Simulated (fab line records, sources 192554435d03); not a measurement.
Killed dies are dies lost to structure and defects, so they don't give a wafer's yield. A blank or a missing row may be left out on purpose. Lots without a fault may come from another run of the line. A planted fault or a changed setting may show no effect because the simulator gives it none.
fab line records | flow n5_finfet
record lots=9 wafers=27 last_day=18
route steps=1938 shown GATE_CUT@473 MOL_CONTACT_COAG@526 BEOL_M4@1111 PASSIVATION@1936
lots that met no fault: from a run of the same line without faults
start_h: hours from the record's first day to the start of the lot's first wafer shown | wait_h: hours since the lot's step before | " the same as in the row above | L1.1+2: a row that stands for several wafers | - no value, or no start given | * or withheld: withheld | < > ~ a bound
route shown NAME@n: a module of which the file shows steps, and the number in the route of the first | usual: mean/standard deviation of fault-free wafers | same: alike in all rows | chamber/n: place in a boat | sites: the reading at each site | _std_site: their standard deviation | _edge_site: outer sites' mean less inner sites' | radius_mm: how far each site lies from the wafer's centre | mask NAME#n: copy n | behind: the tool/chamber that last shaped the wafer | hold: why the lot was held/for how many hours/how that ended | device: the transistor (n, p or np) that didn't switch | end of line: the same wafers' tests at the end of the route | a step without rows: its recipe alone | killed: dies lost to structure and defects at the first sort, not the wafer's yield | map: a wafer's dies, x killed, . not, _ none there
set.NAME: the setting as run; set.NAME@STEP: as run at that earlier step | model.NAME: the simulator's own value behind a step, which no gauge read
steps of the route over a sample of lots; a table a step, a row a wafer
services: from which hour (start_h, from the record's first day; less than 0 if before it) a tool's chamber was out of use, for how many hours, and why
## steps
# step N5_GATE_CUT_SAC_CAP_01
# recipe material=SiNx target_thk_a=240 temp_c=400 ald_precursor_family=SiH2I2 ald_co_reactant=N2/H2-plasma pulse_time_s=1 ald_cycles=480 purge_time_s=2 co_reactant_purge_time_s=2 pressure_torr=2
# usual heater_power_w=854/92 precursor_pulse_height_rel=1.000/0.02
# columns lot.wafer tool chamber start_h wait_h heater_power_w precursor_pulse_height_rel
L921.1 ald_sin-03 0 78.16 0.0 876 1.009
L921.2 " 3 " " 824 1.017
L921.3 " 2 " " 897 0.953
L924.1 ald_sin-03 1 96.31 0.8 772 1.021
L924.5 " 2 97.40 1.9 906 0.985
L924.6 " 3 " " 837 1.018
L929.1 ald_sin-03 1 125.65 0.1 762 0.979
L929.4 " 0 " " 893 0.993
L929.5 " 3 126.74 1.1 840 1.031
L931.1 ald_sin-02 2 141.63 0.5 737 1.007
L931.4 " 3 " " 980 0.993
L931.5 " 2 142.72 1.5 716 0.983
L933.1 ald_sin-03 0 152.00 0.0 885 0.979
L933.4 " 2 " " 913 0.979
L933.5 " 3 153.09 1.1 852 1.002
L936.1 ald_sin-03 3 172.32 0.0 851 1.012
L936.2 " 1 " " 777 1.007
L936.4 " 2 " " 899 0.995
L939.1 ald_sin-04 1 189.20 1.0 730 1.000
L939.2 " 2 " " 989 1.021
L939.3 " 3 " " 969 0.983
L942.2 ald_sin-02 0 206.40 0.0 797 0.999
L942.3 " 2 " " 751 1.015
L942.6 " 1 207.48 1.1 703 1.026
L944.1 ald_sin-04 3 219.33 0.0 976 1.013
L944.4 " 0 " " 827 0.975
L944.6 " 0 220.41 1.1 817 0.977
# step N5_MOL_CONTACT_COAG_CD_MEAS_08
# recipe target_cd_nm=28 landing_energy_ev=500 detector=se_inlens polarity=opening
# usual cd_nm=28.01/0.23
# columns lot.wafer tool chamber start_h wait_h cd_nm
L921.1 cd_sem-03 0 85.18 - 27.83
L921.2 " 0 " " 27.52
L921.3 " 0 " " 27.71
L924.1 cd_sem-01 0 103.03 - 27.88
L924.5 " 0 " " 27.64
L924.6 " 0 " " 27.73
L929.1 cd_sem-02 0 132.37 - 28.05
L929.4 " 0 " " 27.83
L929.5 " 0 " " 27.80
L931.1 cd_sem-02 0 148.48 - 27.78
L931.4 " 0 " " 28.09
L931.5 " 0 " " 28.06
L933.1 cd_sem-03 0 159.04 - 28.28
L933.4 " 0 " " 27.78
L933.5 " 0 " " 28.32
L936.1 cd_sem-03 0 179.31 - 27.96
L936.2 " 0 " " 27.97
L936.4 " 0 " " 27.68
L939.1 cd_sem-02 0 196.03 - 27.85
L939.2 " 0 " " 27.87
L939.3 " 0 " " 28.02
L942.2 cd_sem-03 0 213.74 - 28.02
L942.3 " 0 " " 27.98
L942.6 " 0 " " 28.10
L944.1 cd_sem-02 0 226.29 - 28.04
L944.4 " 0 " " 28.58
L944.6 " 0 " " 27.97
# step N5_MOL_CONTACT_COAG_CONTACT_ETCH_14
# recipe chemistry=C4F6/O2 target=SiO2 target_depth_a=275 overetch_a=85 mask_material=SOC pressure_mtorr=30 source_w=370 bias_w=185 Ar_flow_sccm=300 C4F6_flow_sccm=16 O2_flow_sccm=10 time_s=20 ion_energy_ev=259.6
# usual bias_w=185.0/0.49 drypump_motor_current_A=5.9/0.37 oes_f_703_au=0.79/0.078 oes_product_au=0.68/0.068 rf_vpp_V=691.8/3 showerhead_plenum_p_Torr=2.85/0.084 throttle_valve_pct=21.22/0.26
# columns lot.wafer tool chamber start_h wait_h bias_w drypump_motor_current_A oes_f_703_au oes_product_au rf_hours_counter_h rf_vpp_V showerhead_plenum_p_Torr throttle_valve_pct
L921.1 rie_diel-01 3 85.49 0.0 184.7 5.8 0.82 0.69 90 689.1 2.79 21.40
L921.2 " 2 " " 185.4 6.2 0.72 0.62 175 690.9 2.87 21.16
L921.3 " 0 " " 183.9 6.0 0.86 0.74 67 689.2 2.79 20.82
L924.1 rie_diel-03 0 103.39 0.0 184.9 5.1 0.67 0.58 238 691.9 2.83 21.45
L924.5 " 0 " " 185.3 5.1 0.67 0.58 - 691.9 2.83 21.43
L924.6 " 1 " " 185.6 6.3 0.68 0.59 - 691.3 2.84 21.17
L929.1 rie_diel-01 1 132.68 0.0 184.6 6.0 0.69 0.59 214 692.3 2.84 21.25
L929.4 " 3 " " 185.1 5.7 0.81 0.67 105 690.4 2.78 21.41
L929.5 " 2 " " 185.4 6.2 0.71 0.62 - 693.1 2.87 21.17
L931.1 rie_diel-01 1 148.94 0.0 185.3 6.0 0.70 0.59 219 691.0 2.84 21.26
L931.4 " 0 " " 185.5 6.1 0.84 0.71 87 689.7 2.78 20.84
L931.5 " 1 " " 185.1 5.9 0.70 0.59 - 690.8 2.84 21.24
L933.1 rie_diel-01 1 159.35 0.0 184.7 6.0 0.69 0.59 223 692.1 2.84 21.27
L933.4 " 2 " " 185.4 6.2 0.70 0.61 198 690.9 2.86 21.18
L933.5 " 0 " " 185.5 6.1 0.84 0.70 - 688.1 2.78 20.87
L936.1 rie_diel-03 2 179.71 0.0 185.0 5.5 0.78 0.66 149 697.3 2.99 21.60
L936.2 " 1 " " 185.1 6.4 0.93 0.80 9 690.0 2.83 20.84
L936.4 " 1 " " 185.1 6.4 0.93 0.80 - 689.4 2.83 20.87
L939.1 rie_diel-04 3 196.56 0.0 184.0 5.6 0.81 0.72 47 698.0 3.06 21.44
L939.2 " 0 " " 184.4 5.5 0.85 0.71 80 691.1 2.80 20.93
L939.3 " 1 " " 184.4 6.2 0.82 0.71 44 698.2 3.06 21.33
L942.2 rie_diel-04 0 214.04 0.0 186.1 5.5 0.84 0.70 85 688.8 2.80 20.94
L942.3 " 3 " " 185.2 5.7 0.81 0.71 52 697.5 3.05 21.45
L942.6 " 2 " " 184.9 5.6 0.73 0.63 - 696.1 2.97 21.70
L944.1 rie_diel-03 1 226.60 0.0 185.7 6.4 0.90 0.76 26 690.2 2.82 20.88
L944.4 " 0 " " 185.1 5.1 0.88 0.77 - 690.9 2.81 21.11
L944.6 " 3 " " 185.0 5.9 0.77 0.64 - 687.3 2.76 21.51
# step N5_MOL_CONTACT_COAG_SIL_ANNEAL_21
# recipe temp_c=550 time_s=60 ambient=N2
# usual lamp_power_pct=7.0/1.4 wafer_temp_C_max=552.1/0.76
# columns lot.wafer tool chamber start_h wait_h lamp_power_pct wafer_temp_C_max
L921.1 rtp_anneal-02 0 87.84 0.2 5.5 552.7
L921.2 " 0 " " 5.5 553.5
L921.3 " 0 " " 5.5 552.8
L924.1 rtp_anneal-02 0 104.77 0.2 5.5 552.4
L924.5 " 0 " " 5.5 552.5
L924.6 " 0 " " 5.5 552.4
L929.1 rtp_anneal-02 0 134.83 0.2 5.5 552.4
L929.4 " 0 " " 5.5 552.3
L929.5 " 0 " " 5.5 552.6
L931.1 rtp_anneal-02 0 150.14 0.2 5.5 553.3
L931.4 " 0 " " 5.5 551.6
L931.5 " 0 " " 5.5 552.8
L933.1 rtp_anneal-01 0 160.70 0.3 8.4 551.4
L933.4 " 0 " " 8.4 551.4
L933.5 " 0 " " 8.4 551.2
L936.1 rtp_anneal-01 0 182.07 0.2 8.4 551.8
L936.2 " 0 " " 8.4 551.8
L936.4 " 0 " " 8.4 551.5
L939.1 rtp_anneal-02 0 197.83 0.3 5.5 552.1
L939.2 " 0 " " 5.5 552.3
L939.3 " 0 " " 5.5 552.3
L942.2 rtp_anneal-01 0 215.30 0.2 8.4 551.4
L942.3 " 0 " " 8.4 552.1
L942.6 " 0 " " 8.4 551.0
L944.1 rtp_anneal-02 0 229.57 0.3 5.5 551.8
L944.4 " 0 " " 5.5 552.8
L944.6 " 0 " " 5.5 552.2
# step N5_MOL_CONTACT_COAG_THK_MEAS_29
# recipe reads=SiNx_of_GATE_CUT_PECVD_57+SiNx_of_GATE_CUT_SAC_CAP_01
# usual MD_CAP_THK=17.91/0.072
# columns lot.wafer tool chamber start_h wait_h MD_CAP_THK[nm]
L921.1 film_metro-02 - 95.69 - 17.87
L921.2 " - " " 17.97
L921.3 " - " " 17.86
L924.1 film_metro-02 - 111.25 - 17.94
L924.5 " - " " 17.94
L924.6 " - " " 17.96
L929.1 film_metro-02 - 142.27 - 17.85
L929.4 " - " " 17.92
L929.5 " - " " 17.94
L931.1 film_metro-01 - 159.35 - 17.86
L931.4 " - " " 17.95
L931.5 " - " " 17.94
L933.1 film_metro-02 - 166.93 - 17.98
L933.4 " - " " 17.95
L933.5 " - " " 18.02
L936.1 film_metro-02 - 189.11 - 18.00
L936.2 " - " " 17.89
L936.4 " - " " 15.37
L939.1 film_metro-02 - 204.94 - 17.96
L939.2 " - " " 17.92
L939.3 " - " " 17.90
L942.2 film_metro-01 - 221.35 - 17.83
L942.3 " - " " 17.75
L942.6 " - " " 17.90
L944.1 film_metro-02 - 238.69 - 17.98
L944.4 " - " " 17.89
L944.6 " - " " 17.93
# step N5_BEOL_M4_RC_MEAS_101
# usual DIBL_N=36.3/1.6 DIBL_P=36.5/1.6 IOFF_N=0.163/0.026 IOFF_P=0.22/0.033 ION_N=676/9.9 ION_P=464/6.5 SS_N=71.5/0.5 SS_P=73.3/0.64 VT_N=249.3/2.9 VT_P=-250/3.2
# columns lot.wafer tool chamber start_h wait_h DIBL_N[mV/V] DIBL_P[mV/V] IOFF_N[nA/um] IOFF_P[nA/um] ION_N[uA/um] ION_P[uA/um] SS_N[mV/dec] SS_P[mV/dec] VT_N[mV] VT_P[mV]
L921.1 prober-02 0 178.34 0.0 32.9 32.6 0.114 0.14 671 458 70.9 72.6 255.4 -259
L921.2 " 0 " " 35.1 35.7 0.150 0.19 669 462 71.1 74.1 249.7 -252
L921.3 " 0 " " 33.6 34.0 0.129 0.16 661 452 71.8 72.5 252.2 -254
L924.1 prober-01 0 200.16 0.0 34.8 36.6 0.169 0.20 691 466 71.5 73.7 249.6 -250
L924.5 " 0 " " 33.5 34.8 0.140 0.17 672 467 71.0 72.9 250.4 -251
L924.6 " 0 " " 34.9 36.3 0.165 0.20 692 471 70.9 74.6 247.7 -251
L929.1 prober-01 0 235.10 0.0 34.5 35.3 0.135 0.17 670 452 71.3 72.5 252.4 -254
L929.4 " 0 " " 34.2 35.9 0.142 0.18 682 464 71.1 72.5 249.9 -250
L929.5 " 0 " " 33.9 34.6 0.129 0.17 674 461 71.5 72.6 249.3 -252
L931.1 prober-02 0 254.38 0.0 35.7 36.2 0.166 0.22 674 464 71.5 73.8 249.9 -248
L931.4 " 0 " " 36.0 36.5 0.165 0.22 677 463 70.5 73.2 250.0 -248
L931.5 " 0 " " 35.3 35.6 0.152 0.21 667 458 71.2 73.4 250.9 -249
L933.1 prober-01 0 260.83 0.0 37.5 35.6 0.161 0.20 663 456 71.9 73.3 252.3 -250
L933.4 " 0 " " 34.1 32.7 0.115 0.16 668 463 70.8 72.8 254.0 -252
L933.5 " 0 " " 36.3 35.0 0.142 0.19 655 449 71.8 72.9 250.3 -253
L936.1 prober-02 0 266.32 0.0 33.4 33.8 0.116 0.16 656 456 70.8 72.8 254.8 -256
L936.2 " 0 " " 36.1 36.6 0.158 0.20 679 457 71.7 73.6 248.3 -253
L936.4 " 0 " " 36.3 36.6 0.153 0.19 669 459 71.2 73.0 251.0 -253
L939.1 prober-01 0 282.61 0.0 37.5 35.8 0.166 0.21 678 463 71.2 73.0 249.6 -249
L939.2 " 0 " " 35.4 34.7 0.140 0.20 668 462 71.3 72.8 248.2 -251
L939.3 " 0 " " 36.4 35.1 0.143 0.20 668 460 71.1 72.6 247.9 -252
L942.2 prober-01 0 309.38 0.2 35.9 35.8 0.146 0.20 667 459 71.0 73.1 253.6 -251
L942.3 " 0 " " 35.8 36.3 0.143 0.20 671 467 71.2 73.1 250.4 -253
L942.6 " 0 " " 35.9 36.1 0.152 0.20 675 462 71.4 72.5 251.3 -254
L944.1 prober-01 0 320.48 0.0 36.3 35.8 0.173 0.24 681 463 71.5 73.2 246.1 -246
L944.4 " 0 " " 36.5 35.5 0.165 0.23 671 462 72.0 74.0 247.7 -246
L944.6 " 0 " " 38.5 39.0 0.217 0.30 696 473 72.0 74.1 243.8 -245
# step N5_PASSIVATION_PROBE_49
# usual defect_limited_yield=91.2/1.5 killed_at_M0_to_M3=32/9.6 killed_at_M4_up=13/5.3 killed_at_contacts=13/6.7 killed_at_front_end=42/11 killed_at_other=3.8/2.9 killed_dies=103/17 killed_open=67/13 killed_short=35/7.9 sort_bin_5_function=5.2/0.94 sort_bin_6_memory=3.3/0.64 sort_n_pass=1077/17 sort_yield_pct=91.2/1.5
# same gross_dies=1180 killed_at_back_side=0 sort_bin_4_leakage[%]=0 sort_bin_8_speed[%]=0
# columns lot.wafer tool chamber start_h wait_h defect_limited_yield[%] killed_at_M0_to_M3 killed_at_M4_up killed_at_contacts killed_at_front_end killed_at_other killed_dies killed_open killed_short sort_bin_5_function[%] sort_bin_6_memory[%] sort_n_pass sort_yield_pct[%]
L936.1 prober-02 - 369.00 0.0 89.0 47 12 10 55 6 130 90 40 7.2 3.1 1050 89.0
L936.2 prober-02 - 369.05 0.1 91.3 37 4 11 47 4 103 77 26 5.1 3.5 1077 91.3
L936.4 prober-02 - 369.15 0.2 86.9 39 9 57 47 3 155 65 35 9.7 3.2 1025 86.9
# killed by level:class
L936.1 FIN_SAQP:geometric_particle:open=22 FIN_SAQP:geometric_particle:short=11 BEOL_M0_SAQP:geometric_particle:short=10 MOL_CONTACT_COAG:geometric_particle:open=9 BEOL_M0_SAQP:geometric_particle:open=9 BEOL_M3:geometric_particle:open=8 BEOL_M1:geometric_particle:open=8 BEOL_M2:geometric_particle:open=6
L936.2 FIN_SAQP:geometric_particle:open=14 BEOL_M2:geometric_particle:open=11 DUMMY_GATE:geometric_particle:open=9 MOL_CONTACT_COAG:geometric_particle:open=9 BEOL_M3:geometric_particle:open=9 FIN_SAQP:geometric_particle:short=6 STI_FIN_REVEAL:geometric_particle:open=6 BEOL_M2:geometric_particle:short=5
L936.4 MOL_CONTACT_COAG:area_etch=55 FIN_SAQP:geometric_particle:open=15 FIN_SAQP:geometric_particle:short=12 BEOL_M0_SAQP:geometric_particle:open=9 BEOL_M2:geometric_particle:open=8 BEOL_M3:geometric_particle:open=7 STI_FIN_REVEAL:geometric_particle:open=6 BEOL_M0_SAQP:geometric_particle:short=6
## services
# columns tool chamber start_h hours kind
rie_diel-01 3 63.15 7.3 repair
rie_diel-03 3 64.49 20.8 repair
ald_sin-04 1 73.53 2.1 repair
rie_diel-03 2 88.25 5.0 repair
ald_sin-02 - 112.02 6.1 pm
rie_diel-03 1 136.58 - clean
rie_diel-03 1 136.58 - consumable_replace:focus_ring
rie_diel-03 1 136.58 23.6 scheduled_down
rie_diel-03 1 136.58 23.6 vent_cycle
rie_diel-04 1 154.12 31.9 repair
rie_diel-03 0 160.31 - clean
rie_diel-03 0 160.31 - consumable_replace:focus_ring
rie_diel-03 0 160.31 19.5 scheduled_down
rie_diel-03 0 160.31 19.5 vent_cycle
ald_sin-04 - 164.71 0.3 repair
rtp_anneal-01 - 172.14 1.0 pm
ald_sin-02 - 176.79 14.0 pm
ald_sin-02 0 176.79 14.0 vent_cycle
ald_sin-02 1 176.79 14.0 vent_cycle
rie_diel-01 1 203.47 7.2 repair
ald_sin-03 - 204.96 6.0 pm
ald_sin-02 3 205.50 4.2 repair
rie_diel-04 1 209.09 6.8 repair
rie_diel-03 2 212.85 15.3 repair
## key
first_sign step=N5_MOL_CONTACT_COAG_THK_MEAS_29 reading=MD_CAP_THK direction=down sigmas=35 usual=17.91 struck=15.37
effect step=N5_PASSIVATION_PROBE_49 reading=killed_at_contacts direction=up sigmas=6.6 usual=13 struck=57
more_kills_born_at N5_MOL_CONTACT_COAG_ETCH_47@rie_diel-01=55
met_at N5_GATE_CUT_SAC_CAP_01
struck_lots L936
struck_wafers L936.4
not_acting_at N5_MOL_CONTACT_COAG_CD_MEAS_08,N5_MOL_CONTACT_COAG_CONTACT_ETCH_14,N5_MOL_CONTACT_COAG_SIL_ANNEAL_21
onset_between 152.00 172.32
fault kind=site_profile_drift tool=ald_sin-03 chamber=2 onset_h=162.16 steps=N5_GATE_CUT_SAC_CAP_01 basis=fraction max_abs_drift=0.24318 slope_share_per_hr=54.039 site_pattern=0,0,0,0,0,-1,-1,-1,-1
